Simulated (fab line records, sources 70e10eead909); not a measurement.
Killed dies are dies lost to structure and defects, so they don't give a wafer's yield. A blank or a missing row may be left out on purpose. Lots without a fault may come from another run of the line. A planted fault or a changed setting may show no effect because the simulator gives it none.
fab line records | flow nand_harc
record lots=6 wafers=18 last_day=33
route steps=1302 shown P_M2@332 END@1302
lots that met no fault: from a run of the same line without faults
start_h: hours from the record's first day to the start of the lot's first wafer shown | wait_h: hours since the lot's step before | " the same as in the row above | L1.1+2: a row that stands for several wafers | - no value, or no start given | * or withheld: withheld | < > ~ a bound
route shown NAME@n: a module of which the file shows steps, and the number in the route of the first | usual: mean/standard deviation of fault-free wafers | same: alike in all rows | chamber/n: place in a boat | sites: the reading at each site | _std_site: their standard deviation | _edge_site: outer sites' mean less inner sites' | radius_mm: how far each site lies from the wafer's centre | mask NAME#n: copy n | behind: the tool/chamber that last shaped the wafer | hold: why the lot was held/for how many hours/how that ended | device: the transistor (n, p or np) that didn't switch | end of line: the same wafers' tests at the end of the route | a step without rows: its recipe alone | killed: dies lost to structure and defects at the first sort, not the wafer's yield | map: a wafer's dies, x killed, . not, _ none there
set.NAME: the setting as run; set.NAME@STEP: as run at that earlier step | model.NAME: the simulator's own value behind a step, which no gauge read
lots at some steps of the route; a table a step, a row a wafer
services: from which hour (start_h, from the record's first day; less than 0 if before it) a tool's chamber was out of use, for how many hours, and why
## steps
# step NHARC_P_M2_ETCH_35
# recipe target_depth_a=400 overetch_a=120 time_s=43.94 ion_energy_ev=200 n2_flow_sccm=150 h2_flow_sccm=150 ar_flow_sccm=0 rf_w=400 bias_w=150 chemistry=N2/H2
# step NHARC_P_M2_ETCH_15
# recipe target_depth_a=1825 time_s=91.2 c4f8_flow_sccm=withheld ar_flow_sccm=400 rf_w=600 bias_w=300 chemistry=C4F8/Ar
# usual chamber_pressure_mTorr=25.001/0.022 oes_product_au=0.944/0.023 rf_vpp_V=440.7/2.4
# columns lot.wafer tool chamber start_h wait_h chamber_pressure_mTorr oes_product_au rf_hours_counter_h rf_vpp_V
L844.3 rie_diel-01 0 - - 24.933 0.970 0.1 438.3
L844.4 " 2 " " 24.996 0.966 0.1 441.7
L844.6 " 3 " " 24.976 0.982 - 444.1
L847.4 rie_diel-01 2 - - 25.025 0.982 2.2 441.7
L847.1 " 3 " " 24.974 0.967 2.4 444.5
L847.5 " 2 " " 25.009 0.979 - 440.9
L849.1 rie_diel-01 0 - - 25.003 0.971 3.3 438.2
L849.2 " 1 " " 25.017 0.953 3.6 443.0
L849.3 " 2 " " 25.019 0.954 3.5 439.6
L855.2 rie_diel-01 2 - - 25.045 0.969 6.4 441.7
L855.4 " 0 " " 25.016 0.975 6.4 437.3
L855.5 " 1 " " 25.037 0.960 - 441.7
L856.2 rie_diel-02 1 - - 24.999 0.935 6.7 439.9
L856.3 " 2 " " 24.997 0.927 5.3 440.0
L856.6 " 3 " " 25.003 0.923 - 439.8
L857.2 rie_diel-02 0 - - 24.990 0.928 6.4 435.4
L857.5 " 3 " " 24.994 0.917 - 439.8
L857.6 " 0 " " 24.983 0.934 - 437.2
# step NHARC_P_M2_CD_MEAS_16
# usual cd_nm=169.8/0.83
# columns lot.wafer tool chamber start_h wait_h cd_nm
L844.3 cd_sem-02 - 219.01 - 170.6
L844.4 " - " " 171.0
L844.6 " - " " 170.2
L847.1 cd_sem-03 - 253.71 - 169.0
L847.4 " - " " 169.6
L847.5 " - " " 170.7
L849.1 cd_sem-01 - 275.70 - 170.1
L849.2 " - " " 169.1
L849.3 " - " " 169.3
L855.2 cd_sem-01 - 330.31 - 169.9
L855.4 " - " " 170.6
L855.5 " - " " 169.2
L856.2 cd_sem-01 - 340.96 - 168.9
L856.3 " - " " 169.1
L856.6 " - " " 168.8
L857.2 cd_sem-03 - 345.49 - 170.2
L857.5 " - " " 169.2
L857.6 " - " " 170.9
# step NHARC_P_M2_STRIP_18
# recipe power_w=1000 n2_flow_sccm=150 h2_flow_sccm=150 ar_flow_sccm=0 bias_w=0 chemistry=N2/H2
# step NHARC_P_M2_ETCH_28
# recipe target_depth_a=300 over_etch_frac=0.3 time_s=72.99 ion_energy_ev=150 cf4_flow_sccm=50 n2_flow_sccm=100 ar_flow_sccm=150 rf_w=300 bias_w=100 chemistry=CF4/N2
# usual chamber_pressure_mTorr=30.001/0.025 drypump_motor_current_A=5.8/0.46 mfc_ar_sccm=150.0/0.42 oes_product_au=0.999/0.0082 rf_vpp_V=313.9/1.8 showerhead_plenum_p_Torr=2.61/0.093 throttle_valve_pct=19.794/0.0097
# same over_etch_frac=0.3
# columns lot.wafer tool chamber start_h wait_h chamber_pressure_mTorr drypump_motor_current_A mfc_ar_sccm oes_product_au rf_hours_counter_h rf_vpp_V showerhead_plenum_p_Torr throttle_valve_pct
L844.4 rie_diel-01 3 - - 29.976 6.4 150.2 0.993 0.1 316.3 2.73 19.789
L844.3 " 0 " " 29.995 5.5 150.2 1.000 0.2 311.2 2.49 19.799
L844.6 " 0 " " 30.032 5.5 149.7 0.992 - 312.0 2.49 19.792
L847.1 rie_diel-01 1 - - 29.992 6.5 150.9 1.006 2.5 315.2 2.69 19.777
L847.4 " 3 " " 29.967 6.4 149.7 0.993 2.5 315.4 2.73 19.803
L847.5 " 1 " " 30.029 6.5 150.2 1.014 - 314.8 2.69 19.792
L849.1 rie_diel-01 3 - - 30.027 6.5 149.8 0.999 3.6 315.2 2.73 19.798
L849.2 " 0 " " 29.972 5.5 150.7 0.999 3.4 312.1 2.49 19.795
L849.3 " 1 " " 29.968 6.5 150.5 1.008 3.7 314.7 2.69 19.783
L855.4 rie_diel-02 0 - - 29.967 5.5 149.8 1.009 4.9 311.0 2.46 19.790
L855.2 " 1 " " 30.032 5.7 150.5 1.008 5.8 314.4 2.59 19.798
L855.5 " 0 " " 29.975 5.5 150.0 1.001 - 310.5 2.46 19.794
L856.3 rie_diel-01 2 - - 30.030 5.3 150.5 1.014 6.7 314.8 2.61 19.802
L856.2 " 1 " " 29.971 6.5 150.3 1.015 6.6 314.7 2.69 19.789
L856.6 " 1 " " 30.018 6.5 150.1 1.011 - 314.5 2.69 19.800
L857.2 rie_diel-09 2 - - 29.995 6.4 150.5 1.006 0.3 316.6 2.75 19.807
L857.5 " 2 " " 30.017 6.4 150.9 1.020 - 315.8 2.75 19.791
L857.6 " 3 " " 30.008 5.7 149.9 0.994 - 314.5 2.64 19.797
# step NHARC_P_M2_STRIP_19
# recipe time_s=600 temp_c=30 chemistry=post_etch_residue_remover
# step NHARC_P_M2_DEGAS_29
# recipe temp_c=250 time_s=60
# step NHARC_P_M2_PRE_CLEAN_30
# recipe time_s=30 temp_c=280 gas=H2/He
# usual heater_power_w=413/48
# columns lot.wafer tool chamber start_h wait_h heater_power_w
L844.4 pvd_sputter-03 - - - 361
L844.3 " - " " 408
L844.6 " - " " 409
L847.1 pvd_sputter-02 - - - 419
L847.4 " - " " 368
L847.5 " - " " 436
L849.1 pvd_sputter-03 - - - 351
L849.2 " - " " 354
L849.3 " - " " 408
L855.2 pvd_sputter-02 - - - 379
L855.4 " - " " 407
L855.5 " - " " 380
L856.3 pvd_sputter-03 - - - 361
L856.2 " - " " 412
L856.6 " - " " 349
L857.2 pvd_sputter-02 - - - 389
L857.6 " - " " 386
L857.5 " - " " 367
# step NHARC_P_M2_PVD_20
# recipe target_thk_a=50 bias_v=168.6 power_w=15000 chamber_pressure_pa=0.12 time_s=8.06 substrate_temp_c=50 material=TaN
# step NHARC_P_M2_PVD_21
# recipe target_thk_a=300 chamber_pressure_pa=5 power_w=5000 substrate_temp_c=30 time_s=20.49 material=Cu
# usual throttle_valve_pct=29.9/1
# columns lot.wafer tool chamber start_h wait_h throttle_valve_pct
L844.4 pvd_sputter-03 - - - 30.6
L844.3 " - " " 28.3
L844.6 " - " " 30.4
L847.1 pvd_sputter-02 - - - 30.8
L847.4 " - " " 30.6
L847.5 " - " " 30.8
L849.1 pvd_sputter-03 - - - 30.4
L849.2 " - " " 28.3
L849.3 " - " " 28.6
L855.2 pvd_sputter-02 - - - 31.4
L855.4 " - " " 30.1
L855.5 " - " " 31.3
L856.3 pvd_sputter-03 - - - 28.3
L856.2 " - " " 28.8
L856.6 " - " " 28.7
L857.2 pvd_sputter-02 - - - 30.1
L857.6 " - " " 31.5
L857.5 " - " " 30.0
# step NHARC_P_M2_ECD_22
# recipe target_thk_a=4000 bath_temp_c=25 material=Cu
# step NHARC_P_M2_ANNEAL_31
# recipe temp_c=225 time_s=90
# usual wafer_temp_C_max=225.9/0.33
# columns lot.wafer tool chamber start_h wait_h wafer_temp_C_max
L844.3 rtp_anneal-01 0 220.63 - 225.6
L844.4 " 0 " " 225.7
L844.6 " 0 " " 225.6
L847.1 rtp_anneal-01 0 255.17 0.3 225.9
L847.4 " 0 " " 225.8
L847.5 " 0 " " 225.7
L849.1 rtp_anneal-02 0 277.19 - 226.1
L849.2 " 0 " " 225.7
L849.3 " 0 " " 225.9
L855.2 rtp_anneal-02 0 331.87 0.4 225.7
L855.4 " 0 " " 225.7
L855.5 " 0 " " 225.9
L856.2 rtp_anneal-02 0 342.53 - 226.0
L856.3 " 0 " " 226.1
L856.6 " 0 " " 226.3
L857.2 rtp_anneal-02 0 347.12 0.4 225.7
L857.5 " 0 " " 226.4
L857.6 " 0 " " 226.0
# step NHARC_P_M2_CMP_23
# recipe t_overpolish_s=20 target_thk_nm=144.3
# usual edge_zone_pressure_frac=1.000/0.0052 motor_current_A=12.3/1.3 time_to_endpoint_s=29.1/2.4
# columns lot.wafer tool chamber start_h wait_h edge_zone_pressure_frac motor_current_A time_to_endpoint_s
L844.4 cmp-01 1 220.93 - 1.003 12.0 30.7
L844.3 " 2 " " 1.000 11.7 30.8
L844.6 " 3 " " 1.007 10.7 28.2
L847.1 cmp-03 0 255.54 - - - -
L847.4 " 1 " " - - -
L847.5 " 3 " " - - -
L849.3 cmp-04 0 277.53 - - - -
L849.1 " 1 " " - - -
L849.2 " 3 " " - - -
L855.2 cmp-04 3 332.20 - 1.002 14.6 25.7
L855.4 " 0 " " 1.000 12.2 27.9
L855.5 " 2 " " 0.998 11.2 25.4
L856.2 cmp-03 0 342.87 - 1.002 13.5 28.6
L856.3 " 1 " " 0.990 9.5 27.6
L856.6 " 2 " " 1.003 11.5 28.2
L857.2 cmp-04 1 347.44 - 0.999 10.8 31.3
L857.5 " 0 " " 0.992 12.0 30.6
L857.6 " 1 " " 1.001 11.3 32.8
# step NHARC_P_M2_THK_MEAS_24
# recipe thk_meas_gauge=xrf
# usual thk_nm=144.6/1.5
# columns lot.wafer tool chamber start_h wait_h thk_nm
L844.3 film_metro-01 - 221.19 - 144.1
L844.4 " - " " 144.8
L844.6 " - " " 143.9
L847.1 film_metro-02 - 255.83 0.3 397.2
L847.4 " - " " 400.9
L847.5 " - " " 400.6
L849.1 film_metro-01 - 277.85 0.3 399.0
L849.2 " - " " 402.2
L849.3 " - " " 404.9
L855.2 film_metro-02 - 332.48 - 141.2
L855.4 " - " " 145.5
L855.5 " - " " 143.6
L856.2 film_metro-01 - 343.13 - 146.5
L856.3 " - " " 144.8
L856.6 " - " " 144.3
L857.2 film_metro-01 - 347.73 - 145.2
L857.5 " - " " 145.0
L857.6 " - " " 145.5
# step NHARC_P_M2_SRD_25
# step NHARC_END_SORT_01
# recipe temp_c=25
# usual defect_limited_yield=91.1/2.9 killed_at_array=55/20 killed_at_other=0.7/0.96 killed_at_periphery=4.1/2.4 killed_dies=60/20 killed_open=3.3/1.9 killed_short=2.8/1.6
# same gross_dies=677
# columns lot.wafer tool chamber start_h wait_h defect_limited_yield[%] killed_at_array killed_at_other killed_at_periphery killed_dies killed_open killed_short
L847.1 prober-01 0 690.12 2.5 0 52 1 624 677 1 4
L847.4 prober-01 0 692.53 3.4 0 47 1 629 677 4 1
L847.5 prober-01 0 693.33 3.7 0 68 0 609 677 3 4
L849.1 prober-02 0 713.48 2.5 0 65 0 612 677 0 4
L849.2 prober-02 0 714.28 2.8 0 72 1 604 677 8 3
L849.3 prober-02 0 715.08 3.1 0 63 0 614 677 8 3
# killed by level:class
L847.1 P_M2:area_cmp=617 A_CHANNEL_HOLE_D1:chamber_film_flake=29 A_SLIT:chamber_film_flake=6 A_CONTACT:chamber_film_flake=6 P_GATE:chamber_film_flake=4 A_WL_FILL:chamber_film_flake=3 A_CHANNEL_HOLE_D2:chamber_film_flake=2 P_CONTACT:geometric_particle:short=1
L847.4 P_M2:area_cmp=623 A_CHANNEL_HOLE_D1:chamber_film_flake=27 A_CONTACT:chamber_film_flake=9 A_CHANNEL_HOLE_D2:chamber_film_flake=4 P_CONTACT:chamber_film_flake=3 A_M0:geometric_particle:open=2 P_GATE:chamber_film_flake=2 A_WL_FILL:chamber_film_flake=2
L847.5 P_M2:area_cmp=605 A_CHANNEL_HOLE_D1:chamber_film_flake=30 A_CONTACT:chamber_film_flake=10 A_SLIT:chamber_film_flake=8 A_WL_FILL:chamber_film_flake=5 A_CHANNEL_HOLE_D2:chamber_film_flake=4 A_STAIRCASE:chamber_film_flake=4 A_CHANNEL_HOLE_D2:geometric_particle:short=2
L849.1 P_M2:area_cmp=610 A_CHANNEL_HOLE_D1:chamber_film_flake=29 A_CHANNEL_HOLE_D2:chamber_film_flake=21 A_CONTACT:chamber_film_flake=4 A_SLIT:chamber_film_flake=3 A_STAIRCASE:chamber_film_flake=3 A_ONON_D1:geometric_particle:short=2 A_DECK1_JOINT:geometric_particle:short=1
L849.2 P_M2:area_cmp=596 A_CHANNEL_HOLE_D1:chamber_film_flake=34 A_CHANNEL_HOLE_D2:chamber_film_flake=23 A_STAIRCASE:chamber_film_flake=4 P_GATE:chamber_film_flake=3 P_CONTACT:geometric_particle:open=2 A_ONON_D2:geometric_particle:open=2 A_M0:geometric_particle:open=2
L849.3 P_M2:area_cmp=611 A_CHANNEL_HOLE_D1:chamber_film_flake=26 A_CHANNEL_HOLE_D2:chamber_film_flake=20 A_M0:geometric_particle:open=3 A_CONTACT:chamber_film_flake=3 P_CONTACT:geometric_particle:open=2 A_ONON_D1:geometric_particle:open=2 A_STAIRCASE:chamber_film_flake=2
# map L847.1 (x killed, . not)
____________x____________
_________xxxxxxx_________
_______xxxxxxxxxxx_______
______xxxxxxxxxxxxx______
_____xxxxxxxxxxxxxxx_____
____xxxxxxxxxxxxxxxxx____
____xxxxxxxxxxxxxxxxx____
___xxxxxxxxxxxxxxxxxxx___
___xxxxxxxxxxxxxxxxxxx___
__xxxxxxxxxxxxxxxxxxxxx__
__xxxxxxxxxxxxxxxxxxxxx__
_xxxxxxxxxxxxxxxxxxxxxxx_
_xxxxxxxxxxxxxxxxxxxxxxx_
_xxxxxxxxxxxxxxxxxxxxxxx_
_xxxxxxxxxxxxxxxxxxxxxxx_
_xxxxxxxxxxxxxxxxxxxxxxx_
xxxxxxxxxxxxxxxxxxxxxxxxx
xxxxxxxxxxxxxxxxxxxxxxxxx
xxxxxxxxxxxxxxxxxxxxxxxxx
xxxxxxxxxxxxxxxxxxxxxxxxx
xxxxxxxxxxxxxxxxxxxxxxxxx
_xxxxxxxxxxxxxxxxxxxxxxx_
_xxxxxxxxxxxxxxxxxxxxxxx_
_xxxxxxxxxxxxxxxxxxxxxxx_
_xxxxxxxxxxxxxxxxxxxxxxx_
_xxxxxxxxxxxxxxxxxxxxxxx_
__xxxxxxxxxxxxxxxxxxxxx__
__xxxxxxxxxxxxxxxxxxxxx__
___xxxxxxxxxxxxxxxxxxx___
___xxxxxxxxxxxxxxxxxxx___
____xxxxxxxxxxxxxxxxx____
____xxxxxxxxxxxxxxxxx____
_____xxxxxxxxxxxxxxx_____
______xxxxxxxxxxxxx______
_______xxxxxxxxxxx_______
_________xxxxxxx_________
____________x____________
# map L849.1 (x killed, . not)
____________x____________
_________xxxxxxx_________
_______xxxxxxxxxxx_______
______xxxxxxxxxxxxx______
_____xxxxxxxxxxxxxxx_____
____xxxxxxxxxxxxxxxxx____
____xxxxxxxxxxxxxxxxx____
___xxxxxxxxxxxxxxxxxxx___
___xxxxxxxxxxxxxxxxxxx___
__xxxxxxxxxxxxxxxxxxxxx__
__xxxxxxxxxxxxxxxxxxxxx__
_xxxxxxxxxxxxxxxxxxxxxxx_
_xxxxxxxxxxxxxxxxxxxxxxx_
_xxxxxxxxxxxxxxxxxxxxxxx_
_xxxxxxxxxxxxxxxxxxxxxxx_
_xxxxxxxxxxxxxxxxxxxxxxx_
xxxxxxxxxxxxxxxxxxxxxxxxx
xxxxxxxxxxxxxxxxxxxxxxxxx
xxxxxxxxxxxxxxxxxxxxxxxxx
xxxxxxxxxxxxxxxxxxxxxxxxx
xxxxxxxxxxxxxxxxxxxxxxxxx
_xxxxxxxxxxxxxxxxxxxxxxx_
_xxxxxxxxxxxxxxxxxxxxxxx_
_xxxxxxxxxxxxxxxxxxxxxxx_
_xxxxxxxxxxxxxxxxxxxxxxx_
_xxxxxxxxxxxxxxxxxxxxxxx_
__xxxxxxxxxxxxxxxxxxxxx__
__xxxxxxxxxxxxxxxxxxxxx__
___xxxxxxxxxxxxxxxxxxx___
___xxxxxxxxxxxxxxxxxxx___
____xxxxxxxxxxxxxxxxx____
____xxxxxxxxxxxxxxxxx____
_____xxxxxxxxxxxxxxx_____
______xxxxxxxxxxxxx______
_______xxxxxxxxxxx_______
_________xxxxxxx_________
____________x____________
## services
# columns tool chamber start_h hours kind
rie_diel-09 - 200.90 0.7 repair
cmp-03 - 201.54 4.0 pm
rie_diel-01 - 203.80 9.0 pm
rie_diel-01 0 203.80 9.0 vent_cycle
cmp-01 - 206.10 2.3 repair
cmp-04 - 209.24 4.0 pm
rie_diel-02 - 216.82 9.0 pm
cmp-04 - 224.24 0.6 repair
rie_diel-01 0 233.48 6.0 repair
rie_diel-09 - 260.27 0.2 repair
cmp-04 - 260.51 2.2 repair
rie_diel-02 2 261.66 1.5 repair
cmp-01 - 273.47 0.3 repair
pvd_sputter-02 - 273.81 3.4 repair
cmp-03 - 277.94 1.6 repair
pvd_sputter-02 - 282.00 10.0 pm
cmp-01 - 286.32 4.0 pm
cmp-01 - 296.61 0.9 repair
cmp-03 - 299.54 4.0 pm
cmp-04 - 307.24 4.0 pm
rie_diel-09 - 320.17 9.0 pm
cmp-01 - 331.64 0.9 repair
cmp-03 - 332.02 1.9 repair
rie_diel-01 0 335.35 12.0 repair
## key
first_sign step=NHARC_P_M2_CMP_23 reading=tool_record direction=missing
effect step=NHARC_P_M2_THK_MEAS_24 reading=thk_nm direction=up sigmas=99+ usual=144.6 struck=400.8
effect step=NHARC_END_SORT_01 reading=killed_at_periphery direction=up sigmas=99+ usual=4.1 struck=615.3
more_kills_born_at NHARC_P_M2_CMP_23@cmp-03=1845 NHARC_P_M2_CMP_23@cmp-04=1817
met_at NHARC_P_M2_CMP_23
struck_wafers L847.1,L847.4,L847.5,L849.1,L849.2,L849.3
later_rows_left_out L847.1,L847.4,L847.5,L849.1,L849.2,L849.3
fault kind=skipped_step_whole tool=cmp-03,cmp-04 chamber=- onset_h=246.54 steps=NHARC_P_M2_CMP_23 scope=struck_lots_only
# later_rows_left_out: the simulator's readings of these wafers behind a module that went badly wrong aren't trusted and aren't shown, but for the sort
